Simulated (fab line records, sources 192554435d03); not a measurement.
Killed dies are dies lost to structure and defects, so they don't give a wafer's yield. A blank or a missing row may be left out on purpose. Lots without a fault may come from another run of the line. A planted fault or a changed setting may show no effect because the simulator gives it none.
Which tool did it? | flow n5_finfet | 7 lots, 21 wafers sampled, at 4 steps of a route of 1938

WHAT THE GAUGES READ, wafer by wafer
N5_GATE_CUT_CD_MEAS_13: target cd 20 nm.
lot  | measured     | on        | cd_nm (nm)
L877 | day 5 04:08  | cd_sem-03 | 19.86 19.96 20.26
L881 | day 6 00:15  | cd_sem-03 | 20.08 19.92 20.32
L883 | day 6 13:14  | cd_sem-01 | 20.12 20.33 19.91
L886 | day 7 04:41  | cd_sem-03 | 20.14 20.00 19.52
L888 | day 7 19:14  | cd_sem-01 | 19.82 19.75 19.84
L894 | day 9 07:13  | cd_sem-02 | 19.24 19.08 19.46
L898 | day 10 07:30 | cd_sem-02 | 19.84 19.79 20.01

WHICH TOOL RAN EACH LOT (tool, then ch and the chambers of the sampled wafers, then the start)
lot  | N5_HKMG_FIN_NWFM_ALD_20            | N5_GATE_CUT_ETCHBACK_00           | N5_GATE_CUT_EXPOSE_10
L877 | ald_metal-04 ch 0,2,3, day 4 22:07 | rie_metal-03 ch 0,1, day 5 00:37  | euv_scanner-02 ch 0, day 5 04:01
L881 | ald_metal-04 ch 1,2,3, day 5 18:03 | rie_metal-01 ch 0,1, day 5 20:36  | euv_scanner-02 ch 0, day 6 00:07
L883 | ald_metal-04 ch 0,3, day 6 06:54   | rie_metal-01 ch 0,1, day 6 09:41  | euv_scanner-01 ch 0, day 6 13:07
L886 | ald_metal-04 ch 0,2,3, day 6 22:26 | rie_metal-01 ch 0,1, day 7 01:00  | euv_scanner-01 ch 0, day 7 04:34
L888 | ald_metal-01 ch 1,3, day 7 13:02   | rie_metal-03 ch 0,1, day 7 15:34  | euv_scanner-02 ch 0, day 7 19:07
L894 | ald_metal-02 ch 0,1,3, day 9 01:01 | rie_metal-03 ch 0,1, day 9 03:41  | euv_scanner-01 ch 0, day 9 07:06
L898 | ald_metal-01 ch 0,3, day 10 01:11  | rie_metal-01 ch 0,1, day 10 03:38 | euv_scanner-02 ch 0, day 10 07:22
- N5_HKMG_FIN_NWFM_ALD_20: deposits TiAlC, target thk 2 nm, pulse time 3 s, purge time 2 s.
- N5_GATE_CUT_ETCHBACK_00: etches W in SF6/Cl2.
- N5_GATE_CUT_EXPOSE_10: exposes mask GATE CUT, target cd 20 nm.

THE ANSWER, worked out from the rows above alone
Rule: what is usual is taken from the lots themselves. Put in order of their means at a reading, lots are off if they are a third of the lots or fewer, leave a main group of 4 or more, and stand apart from it by a gap of 3 or more times the standard deviation of the main group's means; of several such gaps the widest counts. A main group whose means are all the same, to the digits that the tables above print for the reading, isn't used. A lot without any number at a reading at which 4 lots or more have one is off too. The other lots that the step has rows for count as sound.
Off: L894, at N5_GATE_CUT_CD_MEAS_13 (cd_nm). The main group: mean 19.97 nm, standard deviation 0.12.
A tool fits if, at a process step before that reading, it ran every lot that is off, and no sound lot after the first of them. The gauges at N5_GATE_CUT_CD_MEAS_13 are tried like those tools. Can't be told from this: 3 tools fit, ald_metal-02 at N5_HKMG_FIN_NWFM_ALD_20, rie_metal-03 at N5_GATE_CUT_ETCHBACK_00, euv_scanner-01 at N5_GATE_CUT_EXPOSE_10.

WHAT THE SIMULATOR HAD PUT IN
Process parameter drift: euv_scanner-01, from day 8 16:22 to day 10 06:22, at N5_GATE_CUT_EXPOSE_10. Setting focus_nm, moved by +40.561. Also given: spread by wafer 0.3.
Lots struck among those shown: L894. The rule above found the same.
